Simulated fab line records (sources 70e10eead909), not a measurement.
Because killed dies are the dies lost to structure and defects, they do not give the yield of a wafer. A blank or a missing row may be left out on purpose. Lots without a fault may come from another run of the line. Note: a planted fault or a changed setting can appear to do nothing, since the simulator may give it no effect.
Shared-tool check :: flow nand-harc :: 14 lots, 42 wafers sampled

## WHY THIS WAS OPENED
At NHARC_A_ONON_D1_THK_MEAS_27 the reading thk-nm is flagged on 2 of 14 lots. Fault-free wafers read 1001 nm, with a standard deviation of 11.
Rule: flag the lot when none of its wafers has a number, or when each of its wafers that has one lies beyond 4 standard deviations from that mean. All remaining lots are regarded as sound.

lot: L594
measured: day 7 19:43
on: film-metro-01
thk-nm (nm), wafer by wafer: 1001 1001 1002
flag: 

lot: L593
measured: day 7 19:51
on: film-metro-02
thk-nm (nm), wafer by wafer: 1016 1012 1016
flag: 

lot: L595
measured: day 8 18:50
on: film-metro-02
thk-nm (nm), wafer by wafer: 1005 1006 1005
flag: 

lot: L596
measured: day 8 18:52
on: film-metro-02
thk-nm (nm), wafer by wafer: 989 989 990
flag: 

lot: L597
measured: day 9 10:17
on: film-metro-02
thk-nm (nm), wafer by wafer: 1432 1433 1434
flag: FLAGGED

lot: L599
measured: day 9 15:52
on: film-metro-02
thk-nm (nm), wafer by wafer: 972 972 971
flag: 

lot: L601
measured: day 10 00:17
on: film-metro-01
thk-nm (nm), wafer by wafer: 1443 1444 1444
flag: FLAGGED

lot: L606
measured: day 11 09:34
on: film-metro-02
thk-nm (nm), wafer by wafer: 1000 999 999
flag: 

lot: L607
measured: day 11 16:04
on: film-metro-02
thk-nm (nm), wafer by wafer: 985 982 984
flag: 

lot: L610
measured: day 12 05:35
on: film-metro-01
thk-nm (nm), wafer by wafer: 1003 1002 1002
flag: 

lot: L612
measured: day 12 14:48
on: film-metro-02
thk-nm (nm), wafer by wafer: 999 1000 998
flag: 

lot: L614
measured: day 13 03:49
on: film-metro-02
thk-nm (nm), wafer by wafer: 1016 1017 1014
flag: 

lot: L615
measured: day 13 03:50
on: film-metro-01
thk-nm (nm), wafer by wafer: 989 990 988
flag: 

lot: L616
measured: day 13 20:05
on: film-metro-02
thk-nm (nm), wafer by wafer: 993 992 994
flag: 
On average the flagged lots' numbers are 1438 nm, which is +437 nm against the usual, or +40 standard deviations.

## WHICH TOOL EACH LOT WENT THROUGH
3 process steps preceding the reading are held in the record, out of 1159 steps in the route. Cell contents, in order: the tool; ch with the chambers the sampled wafers went through; the start.
lot: L594
flag: 
NHARC_P_BONDPAD_PVD_17: pvd-sputter-01, day 6 06:58 or earlier
NHARC_P_BONDPAD_ANNEAL_28: rtp-anneal-01 ch 0, day 6 06:58
NHARC_A_ONON_D1_DEP_25: pecvd-onon-04 ch 0, day 7 19:19

lot: L593
flag: 
NHARC_P_BONDPAD_PVD_17: pvd-sputter-01, day 6 06:04 or earlier
NHARC_P_BONDPAD_ANNEAL_28: rtp-anneal-02 ch 0, day 6 06:04
NHARC_A_ONON_D1_DEP_25: pecvd-onon-01 ch 0, day 7 19:20

lot: L595
flag: 
NHARC_P_BONDPAD_PVD_17: pvd-sputter-01, day 7 04:59 or earlier
NHARC_P_BONDPAD_ANNEAL_28: rtp-anneal-01 ch 0, day 7 04:59
NHARC_A_ONON_D1_DEP_25: pecvd-onon-03 ch 0, day 8 18:26

lot: L596
flag: 
NHARC_P_BONDPAD_PVD_17: pvd-sputter-02, day 7 05:12 or earlier
NHARC_P_BONDPAD_ANNEAL_28: rtp-anneal-01 ch 0, day 7 05:12
NHARC_A_ONON_D1_DEP_25: pecvd-onon-04 ch 0, day 8 18:21

lot: L597
flag: FLAGGED
NHARC_P_BONDPAD_PVD_17: pvd-sputter-03, day 7 20:38 or earlier
NHARC_P_BONDPAD_ANNEAL_28: rtp-anneal-01 ch 0, day 7 20:38
NHARC_A_ONON_D1_DEP_25: pecvd-onon-04 ch 0, day 9 09:57

lot: L599
flag: 
NHARC_P_BONDPAD_PVD_17: pvd-sputter-01, day 8 02:06 or earlier
NHARC_P_BONDPAD_ANNEAL_28: rtp-anneal-01 ch 0, day 8 02:06
NHARC_A_ONON_D1_DEP_25: pecvd-onon-03 ch 0, day 9 15:25

lot: L601
flag: FLAGGED
NHARC_P_BONDPAD_PVD_17: pvd-sputter-03, day 8 11:11 or earlier
NHARC_P_BONDPAD_ANNEAL_28: rtp-anneal-02 ch 0, day 8 11:11
NHARC_A_ONON_D1_DEP_25: pecvd-onon-04 ch 0, day 9 23:47

lot: L606
flag: 
NHARC_P_BONDPAD_PVD_17: pvd-sputter-03, day 9 20:43 or earlier
NHARC_P_BONDPAD_ANNEAL_28: rtp-anneal-02 ch 0, day 9 20:43
NHARC_A_ONON_D1_DEP_25: pecvd-onon-01 ch 0, day 11 09:04

lot: L607
flag: 
NHARC_P_BONDPAD_PVD_17: pvd-sputter-03, day 10 00:41 or earlier
NHARC_P_BONDPAD_ANNEAL_28: rtp-anneal-02 ch 0, day 10 00:41
NHARC_A_ONON_D1_DEP_25: pecvd-onon-01 ch 0, day 11 15:33

lot: L610
flag: 
NHARC_P_BONDPAD_PVD_17: pvd-sputter-02, day 10 16:09 or earlier
NHARC_P_BONDPAD_ANNEAL_28: rtp-anneal-01 ch 0, day 10 16:09
NHARC_A_ONON_D1_DEP_25: pecvd-onon-01 ch 0, day 12 05:12

lot: L612
flag: 
NHARC_P_BONDPAD_PVD_17: pvd-sputter-02, day 11 04:45 or earlier
NHARC_P_BONDPAD_ANNEAL_28: rtp-anneal-02 ch 0, day 11 04:45
NHARC_A_ONON_D1_DEP_25: pecvd-onon-04 ch 0, day 12 14:17

lot: L614
flag: 
NHARC_P_BONDPAD_PVD_17: pvd-sputter-01, day 11 16:19 or earlier
NHARC_P_BONDPAD_ANNEAL_28: rtp-anneal-01 ch 0, day 11 16:19
NHARC_A_ONON_D1_DEP_25: pecvd-onon-04 ch 0, day 13 03:25

lot: L615
flag: 
NHARC_P_BONDPAD_PVD_17: pvd-sputter-01, day 11 15:08 or earlier
NHARC_P_BONDPAD_ANNEAL_28: rtp-anneal-02 ch 0, day 11 15:08
NHARC_A_ONON_D1_DEP_25: pecvd-onon-01 ch 0, day 13 03:20

lot: L616
flag: 
NHARC_P_BONDPAD_PVD_17: pvd-sputter-01, day 12 03:07 or earlier
NHARC_P_BONDPAD_ANNEAL_28: rtp-anneal-02 ch 0, day 12 03:07
NHARC_A_ONON_D1_DEP_25: pecvd-onon-04 ch 0, day 13 19:40
These steps, and what they do:
- NHARC_P_BONDPAD_PVD_17: deposits TaN, target thk 5 nm, time 8.06 s.
- NHARC_P_BONDPAD_ANNEAL_28: time 90 s.
- NHARC_A_ONON_D1_DEP_25: target thk 1000 nm.
- NHARC_A_ONON_D1_THK_MEAS_27: measures by ellipsometry.

## FLAGGED AGAINST TOTAL, ONE TOOL AT A TIME (gauges that did the reading follow at the end)
step: NHARC_P_BONDPAD_PVD_17
tool: pvd-sputter-01
lots run: 7
flagged: 0
share of the flagged lots: none
sound lots run after its first flagged lot: -

step: NHARC_P_BONDPAD_PVD_17
tool: pvd-sputter-02
lots run: 3
flagged: 0
share of the flagged lots: none
sound lots run after its first flagged lot: -

step: NHARC_P_BONDPAD_PVD_17
tool: pvd-sputter-03
lots run: 4
flagged: 2
share of the flagged lots: all
sound lots run after its first flagged lot: 2 (L606,L607)

step: NHARC_P_BONDPAD_ANNEAL_28
tool: rtp-anneal-01
lots run: 7
flagged: 1
share of the flagged lots: some
sound lots run after its first flagged lot: 3 (L599,L610,L614)

step: NHARC_P_BONDPAD_ANNEAL_28
tool: rtp-anneal-02
lots run: 7
flagged: 1
share of the flagged lots: some
sound lots run after its first flagged lot: 5 (L606,L607,L612,L615,L616)

step: NHARC_A_ONON_D1_DEP_25
tool: pecvd-onon-01
lots run: 5
flagged: 0
share of the flagged lots: none
sound lots run after its first flagged lot: -

step: NHARC_A_ONON_D1_DEP_25
tool: pecvd-onon-03
lots run: 2
flagged: 0
share of the flagged lots: none
sound lots run after its first flagged lot: -

step: NHARC_A_ONON_D1_DEP_25
tool: pecvd-onon-04
lots run: 7
flagged: 2
share of the flagged lots: all
sound lots run after its first flagged lot: 3 (L612,L614,L616)

step: NHARC_A_ONON_D1_THK_MEAS_27
tool: film-metro-01
lots run: 4
flagged: 1
share of the flagged lots: some
sound lots run after its first flagged lot: 2 (L610,L615)

step: NHARC_A_ONON_D1_THK_MEAS_27
tool: film-metro-02
lots run: 10
flagged: 1
share of the flagged lots: some
sound lots run after its first flagged lot: 6 (L599,L606,L607,L612,L614,L616)
NHARC_P_BONDPAD_PVD_17: start missing for some lots; hours and lot order therefore follow NHARC_P_BONDPAD_ANNEAL_28.

## WHAT THE TABLE ALLOWS
Every flagged lot went through 2 rows of the table: pvd-sputter-03 at NHARC_P_BONDPAD_PVD_17 and pecvd-onon-04 at NHARC_A_ONON_D1_DEP_25.
- pvd-sputter-03 at NHARC_P_BONDPAD_PVD_17 ran 4 lots, 2 of them flagged. Sound lots ran on it after the first flagged one (L606, L607), which a lasting fault on the whole tool wouldn't allow.
- pecvd-onon-04 at NHARC_A_ONON_D1_DEP_25 ran 7 lots, 2 of them flagged. Sound lots ran on it after the first flagged one (L612, L614, L616), which a lasting fault on the whole tool wouldn't allow.
Every row of the table either missed a flagged lot or ran a sound lot after the first.

## WHAT THE SIMULATOR PUT IN
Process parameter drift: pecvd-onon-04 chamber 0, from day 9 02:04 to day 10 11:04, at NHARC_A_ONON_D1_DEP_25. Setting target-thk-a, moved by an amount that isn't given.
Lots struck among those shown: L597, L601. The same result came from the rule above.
